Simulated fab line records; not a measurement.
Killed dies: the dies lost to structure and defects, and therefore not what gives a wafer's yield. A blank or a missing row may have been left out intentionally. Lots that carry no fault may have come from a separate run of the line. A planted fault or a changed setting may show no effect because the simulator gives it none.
The tool behind it: which one? ; flow n5Finfet ; 27 wafers from 9 lots sampled at 5 of the route's 1938 steps

## WHAT THE GAUGES SHOWED, per wafer
N5_BEOL_M3_CD_MEAS_18: pitch 36 nm, target cd 18 nm. Usual: cdNm reads 18.05 nm (standard deviation 0.27).
lot;measured;on;cdNm (nm);flag
L799;day 6 20:50;cdSem-01;18.06 18.11 18.29;
L801;day 8 00:45;cdSem-02;18.24 18.88 18.32;
L802;day 8 00:47;cdSem-01;17.68 18.49 18.12;
L806;day 9 13:56;cdSem-03;17.92 18.12 18.12;
L807;day 9 15:13;cdSem-03;18.14 18.15 18.14;
L809;day 9 21:35;cdSem-01;17.97 18.48 18.10;
L818;day 12 09:24;cdSem-01;18.03 17.81 18.09;
L819;day 12 10:49;cdSem-01;18.18 18.50 18.50;
L822;day 12 23:49;cdSem-03;17.94 18.04 17.92;

N5_BEOL_M4_RC_MEAS_101. Usual: DIBL_N 35.9 mV/V, standard deviation 1.3; DIBL_P 36.3 mV/V, standard deviation 1.5; IOFF_N 0.153 nA/um, standard deviation 0.023; IOFF_P 0.208 nA/um, standard deviation 0.028; ION_N 672 uA/um, standard deviation 9.7; ION_P 462 uA/um, standard deviation 6.6; SS_N 71.5 mV/dec, standard deviation 0.53; SS_P 73.3 mV/dec, standard deviation 0.59; VT_N 250.4 mV, standard deviation 2.7; VT_P -250.5 mV, standard deviation 3.
lot;measured;on;DIBL_N (mV/V);DIBL_P (mV/V);IOFF_N (nA/um);IOFF_P (nA/um);ION_N (uA/um);ION_P (uA/um);SS_N (mV/dec);SS_P (mV/dec);VT_N (mV);VT_P (mV);flag
L799;day 8 00:50;prober-02;35.3 36.9 34.4;35.2 37.2 33.8;0.137 0.162 0.120;0.175 0.197 0.152;660 679 660;453 461 450;71.3 71.8 70.7;73.1 73.7 72.3;250.9 249.6 254.1;-254.6 -255.0 -257.9;
L801;day 9 02:06;prober-02;34.1 33.4 34.4;36.7 36.1 36.6;0.150 0.139 0.148;0.207 0.206 0.195;674 665 664;467 463 455;71.5 71.5 71.6;73.5 73.4 73.8;247.2 248.8 246.3;-250.3 -250.9 -252.2;
L802;day 9 08:19;prober-01;37.3 35.1 38.7;37.6 34.8 39.2;0.186 0.148 0.218;0.275 0.214 0.307;672 670 690;470 469 478;72.6 71.1 73.0;73.6 72.8 73.3;245.2 250.7 246.7;-245.2 -248.0 -243.2;
L806;day 10 09:09;prober-01;37.4 37.9 38.0;38.0 38.7 39.7;0.171 0.185 0.196;0.221 0.240 0.259;674 677 682;466 466 477;72.1 70.7 72.0;74.5 74.4 74.4;248.5 249.1 246.2;-248.4 -250.1 -249.4;
L807;day 10 15:32;prober-02;35.5 36.2 35.2;35.2 35.9 35.0;0.133 0.149 0.128;0.188 0.192 0.180;660 670 664;453 458 452;71.2 71.2 71.2;72.8 73.1 73.4;253.5 252.0 255.7;-253.0 -255.0 -255.7;
L809;day 10 20:38;prober-01;35.1 35.7 35.5;34.6 35.3 34.3;0.125 0.141 0.130;0.201 0.216 0.203;666 670 668;466 462 463;70.8 71.6 71.7;72.6 73.7 73.0;253.6 248.8 253.1;-245.9 -247.0 -245.9;
L818;day 13 15:25;prober-01;33.7 33.9 34.0;34.3 34.7 35.1;0.136 0.137 0.144;0.213 0.212 0.223;665 670 686;462 466 476;70.9 70.4 71.5;73.3 72.4 73.6;251.6 250.3 251.4;-247.8 -248.5 -245.7;
L819;day 13 21:12;prober-01;35.8 32.8 34.9;38.0 34.6 37.1;0.168 0.121 0.152;0.216 0.176 0.203;673 669 685;462 460 474;71.5 71.3 71.5;73.4 72.8 73.5;249.3 251.3 252.4;-252.6 -253.5 -249.4;
L822;day 15 00:24;prober-02;35.8 35.0 35.3;35.8 34.7 34.6;0.145 0.134 0.136;0.211 0.189 0.192;689 679 672;473 469 462;70.6 70.9 70.7;72.9 72.8 73.1;248.5 250.8 250.5;-249.6 -249.5 -249.6;

## EACH LOT AND THE TOOL THAT RAN IT (in order: tool; ch and the chambers of the sampled wafers; start)
lot;N5_BEOL_M3_STRIP_19;N5_BEOL_M3_ALD_98;N5_BEOL_M3_TRENCH_ETCH_37
L799;rieDiel-01 ch 0,1,2, day 6 20:46;aldSin-01 ch 0,2,3, day 6 22:13;rieDiel-02 ch 0,2, day 8 00:50 or earlier
L801;rieDiel-04 ch 0,2, day 8 00:41;aldSin-01 ch 0,1,2, day 8 01:19;rieDiel-02 ch 0,2,3, day 9 02:06 or earlier
L802;rieDiel-04 ch 0,2, day 8 00:43;aldSin-02 ch 0,1,2, day 8 06:23;rieDiel-04 ch 0,1, day 9 08:19 or earlier
L806;rieDiel-01 ch 0,3, day 9 13:52;aldSin-01 ch 0,1,2, day 9 15:09;rieDiel-02 ch 0,2,3, day 10 09:09 or earlier
L807;rieDiel-02 ch 2,3, day 9 15:09;aldSin-01 ch 0,1,2, day 9 15:55;rieDiel-02 ch 0,1,2, day 10 15:32 or earlier
L809;rieDiel-04 ch 0,1,2, day 9 21:31;aldSin-01 ch 0,2, day 9 22:10;rieDiel-04 ch 0,1,3, day 10 20:38 or earlier
L818;rieDiel-04 ch 0,1, day 12 09:19;aldSin-02 ch 1,2,3, day 12 10:06;rieDiel-01 ch 1,2,3, day 13 15:25 or earlier
L819;rieDiel-04 ch 2,3, day 12 10:45;aldSin-04 ch 0,2, day 12 11:34;rieDiel-02 ch 0,3, day 13 21:12 or earlier
L822;rieDiel-01 ch 1,2,3, day 12 23:44;aldSin-04 ch 1,3, day 13 01:00;rieDiel-02 ch 2,3, day 15 00:24 or earlier
- N5_BEOL_M3_STRIP_19: strips in O2.
- N5_BEOL_M3_ALD_98: deposits SiO2, target thk 2.5 nm, pulse time 1 s, co reactant pulse time 1 s.
- N5_BEOL_M3_TRENCH_ETCH_37: etches SiOC in C4F6/O2, target depth 55.555 nm, time 29.2 s.

## AS READ BY THE TOOLS THEMSELVES (means over the sampled wafers that have a number; for cases with no such wafer, the mark the record gives instead)
N5_BEOL_M3_STRIP_19. Usual: drypumpMotorCurrentA 5.5 A, standard deviation 0.33; oesProductAu 0.79 a.u., standard deviation 0.088; rfVppV 3.7 V, standard deviation 0.5; showerheadPlenumPTorr 2.12 Torr, standard deviation 0.074; throttleValvePct 16.59 %, standard deviation 0.28.
lot;tool;drypumpMotorCurrentA (A);oesProductAu (a.u.);rfVppV (V);showerheadPlenumPTorr (Torr);throttleValvePct (%);flag
L799;rieDiel-01;5.7;0.82;3.9;2.09;16.49;
L801;rieDiel-04;5.1;0.74;3.4;2.17;16.71;
L802;rieDiel-04;5.3;0.75;4.0;2.18;16.67;
L806;rieDiel-01;5.7;0.88;3.7;2.11;16.32;
L807;rieDiel-02;5.9;0.71;3.3;2.11;16.75;
L809;rieDiel-04;5.2;0.78;4.1;2.13;16.72;
L818;rieDiel-04;5.1;0.75;3.7;2.12;16.78;
L819;rieDiel-04;5.4;0.79;4.0;2.19;16.56;
L822;rieDiel-01;5.5;0.80;3.6;2.05;16.59;

N5_BEOL_M3_ALD_98. Usual: heaterPowerOuterW 43 W, standard deviation 5.9; heaterPowerW 80 W, standard deviation 9.8; precursorPulseHeightRel 0.999, standard deviation 0.02.
lot;tool;heaterPowerOuterW (W);heaterPowerW (W);precursorPulseHeightRel;flag
L799;aldSin-01;40;77;0.998;
L801;aldSin-01;38;72;0.987;
L802;aldSin-02;46;87;0.988;
L806;aldSin-01;39;73;0.981;
L807;aldSin-01;38;72;1.012;
L809;aldSin-01;42;79;0.999;
L818;aldSin-02;43;81;0.998;
L819;aldSin-04;45;84;0.983;
L822;aldSin-04;41;77;1.015;

N5_BEOL_M3_TRENCH_ETCH_37. Usual: drypumpMotorCurrentA 5.6 A, standard deviation 0.35; oesProductAu 0.78 a.u., standard deviation 0.089; rfVppV 663 V, standard deviation 5.1; showerheadPlenumPTorr 2.88 Torr, standard deviation 0.096; throttleValvePct 20.83 %, standard deviation 0.22.
lot;tool;drypumpMotorCurrentA (A);oesProductAu (a.u.);rfVppV (V);showerheadPlenumPTorr (Torr);throttleValvePct (%);flag
L799;rieDiel-02;5.9;0.73;662;2.87;20.95;
L801;rieDiel-02;5.9;0.71;662;2.87;20.93;
L802;rieDiel-04;5.1;0.83;660;2.83;20.92;
L806;rieDiel-02;5.9;0.71;661;2.86;20.94;
L807;rieDiel-02;5.8;0.79;664;2.90;20.87;
L809;rieDiel-04;5.1;0.84;667;2.91;20.74;
L818;rieDiel-01;5.5;0.81;666;2.80;20.82;
L819;rieDiel-02;5.8;0.69;660;2.92;21.03;
L822;rieDiel-02;5.9;0.69;660;2.85;20.96;

## THE ANSWER, worked out from the rows above alone
Rule: take the mean of a lot's wafers that have a number; if it is more than 3 standard deviations from the usual mean, the lot is off. Also off: a lot with no number at a reading for which 4 or more lots have one. All remaining lots with rows at the step are treated as sound. Order of review: gauges by route order, followed by the tools' own readings, for which a lot's mean as printed above is used. At the first step where some lot is off, the reading lying furthest off is the one used; lots without a number count as furthest.
Nothing can be told from this: no lot is off at any reading shown.

## WHAT THE SIMULATOR HAD INSERTED
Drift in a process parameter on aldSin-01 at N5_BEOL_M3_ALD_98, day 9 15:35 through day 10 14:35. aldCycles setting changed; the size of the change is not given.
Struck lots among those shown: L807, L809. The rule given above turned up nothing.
